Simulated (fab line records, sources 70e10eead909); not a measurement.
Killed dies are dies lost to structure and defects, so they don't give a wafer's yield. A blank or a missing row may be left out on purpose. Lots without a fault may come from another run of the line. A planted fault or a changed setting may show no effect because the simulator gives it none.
fab line records | flow nand_harc
record lots=5 wafers=15 last_day=33
route steps=1302 shown P_GATE@202 END@1302
lots that met no fault: from a run of the same line without faults
start_h: hours from the record's first day to the start of the lot's first wafer shown | wait_h: hours since the lot's step before | " the same as in the row above | L1.1+2: a row that stands for several wafers | - no value, or no start given | * or withheld: withheld | < > ~ a bound
route shown NAME@n: a module of which the file shows steps, and the number in the route of the first | usual: mean/standard deviation of fault-free wafers | same: alike in all rows | chamber/n: place in a boat | sites: the reading at each site | _std_site: their standard deviation | _edge_site: outer sites' mean less inner sites' | radius_mm: how far each site lies from the wafer's centre | mask NAME#n: copy n | behind: the tool/chamber that last shaped the wafer | hold: why the lot was held/for how many hours/how that ended | device: the transistor (n, p or np) that didn't switch | end of line: the same wafers' tests at the end of the route | a step without rows: its recipe alone | killed: dies lost to structure and defects at the first sort, not the wafer's yield | map: a wafer's dies, x killed, . not, _ none there
set.NAME: the setting as run; set.NAME@STEP: as run at that earlier step | model.NAME: the simulator's own value behind a step, which no gauge read
lots at some steps of the route; a table a step, a row a wafer
services: from which hour (start_h, from the record's first day; less than 0 if before it) a tool's chamber was out of use, for how many hours, and why
## steps
# step NHARC_P_GATE_DESCUM_93
# recipe time_s=3 o2_flow_sccm=200 ar_flow_sccm=0 bias_power_w=0 chemistry=O2
# usual drypump_motor_current_A=5.6/0.42 oes_product_au=1.000/0.012 rf_vpp_V=57.9/0.83 showerhead_plenum_p_Torr=1.92/0.068 throttle_valve_pct=11.311/0.0096
# columns lot.wafer tool chamber start_h wait_h drypump_motor_current_A oes_product_au rf_hours_counter_h rf_vpp_V showerhead_plenum_p_Torr throttle_valve_pct
L126.4 rie_diel-04 2 120.08 - 5.4 1.002 5 57.6 1.88 11.314
L126.3 " 1 " " 5.7 1.027 5 59.4 1.99 11.309
L126.6 " 2 " " 5.4 0.990 - 57.2 1.88 11.302
L129.2 rie_diel-08 2 154.78 - 4.6 1.009 11 57.2 1.83 11.307
L129.4 " 1 " " 6.2 1.012 11 57.1 1.93 11.320
L129.5 " 3 " " 5.7 1.006 - 57.7 1.91 11.306
L133.2 rie_diel-04 0 193.99 - 5.1 0.980 0 58.7 1.99 11.287
L133.1 " 3 " " 5.8 0.993 0 58.8 1.98 11.300
L133.4 " 3 " " 5.8 0.986 - 57.0 1.98 11.296
L143.3 rie_diel-08 1 291.99 - 6.2 1.003 6 57.5 1.93 11.308
L143.2 " 2 " " 4.6 1.003 5 57.3 1.83 11.307
L143.1 " 0 " " 5.5 0.987 5 57.7 1.78 11.313
L147.2 rie_diel-08 2 338.91 - 4.6 1.017 7 58.0 1.83 11.298
L147.1 " 3 " " 5.7 0.988 7 56.8 1.91 11.324
L147.4 " 1 " " 6.3 0.986 8 56.3 1.93 11.305
# step NHARC_P_GATE_IMPLANT_94
# recipe energy_kev=60 dose_cm2=2e+15 tilt_deg=7
# step NHARC_P_GATE_STRIP_113
# recipe power_w=1500 temp_c=110 time_s=740 chemistry=N2/H2
# usual drypump_motor_current_A=5.5/0.44 heater_power_w=94/4.4 run_length_s=812.14/0.28
# columns lot.wafer tool chamber start_h wait_h drypump_motor_current_A heater_power_w rf_hours_counter_h run_length_s
L126.4 plasma_asher-02 0 120.69 0.3 5.8 101 - 812.42
L126.3 " 1 " " 5.9 90 - 812.60
L126.6 " 0 " " 5.8 99 - 812.27
L129.2 plasma_asher-02 0 155.15 0.2 5.8 100 14 812.15
L129.4 " 0 " " 5.9 100 - 811.91
L129.5 " 0 " " 5.9 96 - 812.57
L133.2 plasma_asher-02 0 194.38 0.2 5.9 101 24 811.96
L133.1 " 1 " " 5.9 86 24 812.12
L133.4 " 0 " " 5.8 100 - 811.82
L143.1 plasma_asher-02 0 292.36 0.2 5.8 97 9 812.19
L143.2 " 1 " " 5.9 90 9 812.06
L143.3 " 0 " " 5.9 96 - 811.84
L147.1 plasma_asher-02 1 339.28 0.2 5.9 90 18 811.96
L147.2 " 0 " " 5.8 95 18 811.96
L147.4 " 0 " " 5.8 96 - 812.02
# step NHARC_P_GATE_STRIP_95
# recipe power_w=1500 temp_c=250 chemistry=O2
# usual drypump_motor_current_A=5.5/0.44 heater_power_w=351/16
# columns lot.wafer tool chamber start_h wait_h drypump_motor_current_A heater_power_w rf_hours_counter_h
L126.4 plasma_asher-02 0 121.19 0.4 5.8 367 -
L126.3 " 1 " " 5.9 326 -
L126.6 " 0 " " 5.8 361 -
L129.2 plasma_asher-02 0 155.86 0.6 5.8 368 15
L129.4 " 0 " " 5.9 374 -
L129.5 " 0 " " 5.8 360 -
L133.2 plasma_asher-02 0 195.11 0.6 5.9 364 24
L133.1 " 1 " " 5.9 331 24
L133.4 " 0 " " 5.8 364 -
L143.1 plasma_asher-02 0 293.09 0.6 5.8 351 10
L143.2 " 1 " " 5.9 336 10
L143.3 " 0 " " 5.8 358 -
L147.1 plasma_asher-02 1 340.00 0.6 5.9 323 19
L147.2 " 0 " " 5.8 361 19
L147.4 " 0 " " 5.8 360 -
# step NHARC_P_GATE_STRIP_96
# recipe time_s=900 temp_c=130 chemistry=SPM
# step NHARC_P_GATE_RTA_64
# recipe temp_c=1050 time_s=1
# step NHARC_P_GATE_ETCH_77
# recipe target_depth_a=60 chemistry=dHF material=SiO2
# step NHARC_P_GATE_DEGAS_109
# recipe temp_c=300 time_s=60
# step NHARC_P_GATE_PRE_CLEAN_110
# recipe time_s=30 bias_v=200 gas=Ar
# step NHARC_P_GATE_SPUTTER_78
# recipe target_thk_a=100 material=Ni
# step NHARC_P_GATE_SPUTTER_79
# recipe target_thk_a=100 material=TiN
# step NHARC_P_GATE_RTA_80
# recipe temp_c=300 time_s=30
# usual lamp_power_pct=2.18/0.097 lamp_zone_3_pct=2.18/0.098 lamp_zone_4_pct=2.18/0.098 wafer_temp_C_max=301.02/0.26
# columns lot.wafer tool chamber start_h wait_h lamp_power_pct lamp_zone_3_pct lamp_zone_4_pct wafer_temp_C_max
L126.3 rtp_anneal-01 0 122.39 - 2.06 2.06 2.06 300.95
L126.4 " 0 " " 2.06 2.06 2.06 301.35
L126.6 " 0 " " 2.06 2.06 2.06 301.35
L129.2 rtp_anneal-02 0 157.05 - 2.26 2.26 2.26 300.94
L129.4 " 0 " " 2.26 2.26 2.26 301.40
L129.5 " 0 " " 2.26 2.26 2.26 301.07
L133.1 rtp_anneal-02 0 196.30 - 2.26 2.26 2.26 300.93
L133.2 " 0 " " 2.26 2.26 2.26 300.48
L133.4 " 0 " " 2.26 2.26 2.26 300.93
L143.1 rtp_anneal-02 0 294.25 - 2.26 2.25 2.25 300.75
L143.2 " 0 " " 2.26 2.26 2.26 300.87
L143.3 " 0 " " 2.26 2.26 2.26 300.63
L147.1 rtp_anneal-02 0 341.17 - 2.26 2.26 2.26 301.05
L147.2 " 0 " " 2.26 2.26 2.26 300.86
L147.4 " 0 " " 2.26 2.26 2.26 301.16
# step NHARC_P_GATE_STRIP_67
# recipe time_s=600 temp_c=130 chemistry=SPM
# usual run_length_s=603.0/1.1
# columns lot.wafer tool chamber start_h wait_h run_length_s
L126.4 wet_bench-09 0 122.55 0.1 603.6
L126.6 " 1 " " 601.2
L126.3 " 3 " " 603.9
L129.5 wet_bench-03 0 157.23 0.1 603.1
L129.2 " 3 " " 603.2
L129.4 " 5 " " 601.9
L133.4 wet_bench-09 4 196.50 0.1 601.5
L133.1 " 5 " " 194.2
L133.2 " 7 " " 604.2
L143.3 wet_bench-02 0 294.45 0.1 604.4
L143.2 " 3 " " 600.9
L143.1 " 4 " " 602.6
L147.1 wet_bench-02 7 341.37 0.2 604.2
L147.4 " 1 " " 601.6
L147.2 " 3 " " 601.1
# step NHARC_P_GATE_RTA_82
# recipe temp_c=450 time_s=30
# usual lamp_power_pct=4.25/0.19 lamp_zone_3_pct=4.25/0.19 lamp_zone_4_pct=4.25/0.19 wafer_temp_C_max=451.5/0.32
# columns lot.wafer tool chamber start_h wait_h lamp_power_pct lamp_zone_3_pct lamp_zone_4_pct wafer_temp_C_max
L126.3 rtp_anneal-01 0 122.85 - 4.06 4.05 4.05 451.5
L126.4 " 0 " " 4.05 4.05 4.05 451.6
L126.6 " 0 " " 4.05 4.04 4.06 451.8
L129.2 rtp_anneal-02 0 157.51 - 4.44 4.44 4.44 451.1
L129.4 " 0 " " 4.43 4.44 4.44 452.0
L129.5 " 0 " " 4.43 4.44 4.44 451.9
L133.1 rtp_anneal-02 0 196.76 - 4.43 4.43 4.44 451.5
L133.2 " 0 " " 4.43 4.44 4.44 452.2
L133.4 " 0 " " 4.44 4.44 4.44 451.6
L143.1 rtp_anneal-02 0 294.75 - 4.44 4.44 4.44 452.1
L143.2 " 0 " " 4.44 4.44 4.44 452.0
L143.3 " 0 " " 4.44 4.44 4.44 451.8
L147.1 rtp_anneal-01 0 341.63 - 4.06 4.06 4.05 451.5
L147.2 " 0 " " 4.05 4.04 4.05 451.1
L147.4 " 0 " " 4.05 4.05 4.05 451.4
# step NHARC_END_SORT_01
# recipe temp_c=25
# usual killed_at_array=45/18 killed_at_other=0.9/1.3 killed_at_periphery=3.7/2.2 killed_dies=50/18 killed_open=3.2/1.9 killed_short=2.4/1.6
# same gross_dies=677
# columns lot.wafer tool chamber start_h wait_h killed_at_array killed_at_other killed_at_periphery killed_dies killed_open killed_short
L126.3 prober-01 0 563.59 3.1 47 0 1 48 1 3
L126.4 prober-01 0 564.40 3.4 30 1 5 36 0 3
L126.6 prober-01 0 566.02 4.0 50 0 4 54 3 5
# killed by level:class
L126.3 A_CHANNEL_HOLE_D2:chamber_film_flake=32 A_CONTACT:chamber_film_flake=3 A_CHANNEL_HOLE_D1:chamber_film_flake=2 A_CHANNEL_FILL_D1:chamber_film_flake=2 A_STAIRCASE:chamber_film_flake=2 A_WL_FILL:chamber_film_flake=2 A_ONON_D1:geometric_particle:short=1 A_CHANNEL_FILL_D1:geometric_particle:short=1
L126.4 A_CHANNEL_HOLE_D2:chamber_film_flake=12 A_WL_FILL:chamber_film_flake=9 A_CHANNEL_FILL_D1:chamber_film_flake=3 P_M1:chamber_film_flake=2 A_STAIRCASE:chamber_film_flake=2 P_GATE:geometric_particle:short=1 A_DECK1_JOINT:geometric_particle:short=1 A_ONON_D2:geometric_particle:short=1
L126.6 A_CHANNEL_HOLE_D2:chamber_film_flake=34 P_STI:geometric_particle:short=2 A_CHANNEL_FILL_D1:geometric_particle:short=2 A_CHANNEL_HOLE_D1:chamber_film_flake=2 A_CHANNEL_FILL_D1:chamber_film_flake=2 A_STAIRCASE:chamber_film_flake=2 A_WL_FILL:chamber_film_flake=2 A_CONTACT:chamber_film_flake=2
## services
# columns tool chamber start_h hours kind
rie_diel-04 1 132.03 14.0 repair
rtp_anneal-01 - 141.27 3.8 repair
rie_diel-08 0 142.42 2.7 repair
wet_bench-09 - 176.83 8.0 pm
rie_diel-04 - 177.90 9.0 pm
rie_diel-04 1 187.13 15.8 repair
rie_diel-08 - 190.80 9.0 pm
rie_diel-04 2 202.81 8.5 repair
rie_diel-04 1 203.94 5.0 repair
wet_bench-03 - 210.40 8.0 pm
rie_diel-08 2 210.77 8.3 repair
wet_bench-02 - 211.10 3.3 repair
rie_diel-08 1 212.70 6.9 repair
rie_diel-04 3 218.81 16.7 repair
rie_diel-08 2 220.33 8.0 repair
rie_diel-08 2 230.67 10.7 repair
wet_bench-02 - 244.00 8.0 pm
plasma_asher-02 - 249.30 9.0 pm
plasma_asher-02 0 249.30 9.0 vent_cycle
plasma_asher-02 1 249.30 9.0 vent_cycle
rie_diel-08 0 252.25 7.6 repair
plasma_asher-02 0 258.30 - clean
plasma_asher-02 1 258.30 - clean
rie_diel-04 0 336.39 14.7 repair
## key
first_sign step=NHARC_P_GATE_STRIP_67 reading=run_length_s direction=down sigmas=99+ usual=* struck=*
effect none on later readings
met_at NHARC_P_GATE_STRIP_67
struck_wafers L133.1
tester_left_out L133
fault kind=process_parameter_drift tool=wet_bench-09 chamber=5 onset_h=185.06 steps=NHARC_P_GATE_STRIP_67 channel=time_s offset=* shape=step end_h=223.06 acts_in=* stated=*
# tester_left_out: of these lots the tester's yield and bins aren't shown, on N5 and GAA mostly nor the transistor test; their killed dies are dies lost to structure and defects alone, not to doping, threshold or leakage, so they don't give the yield
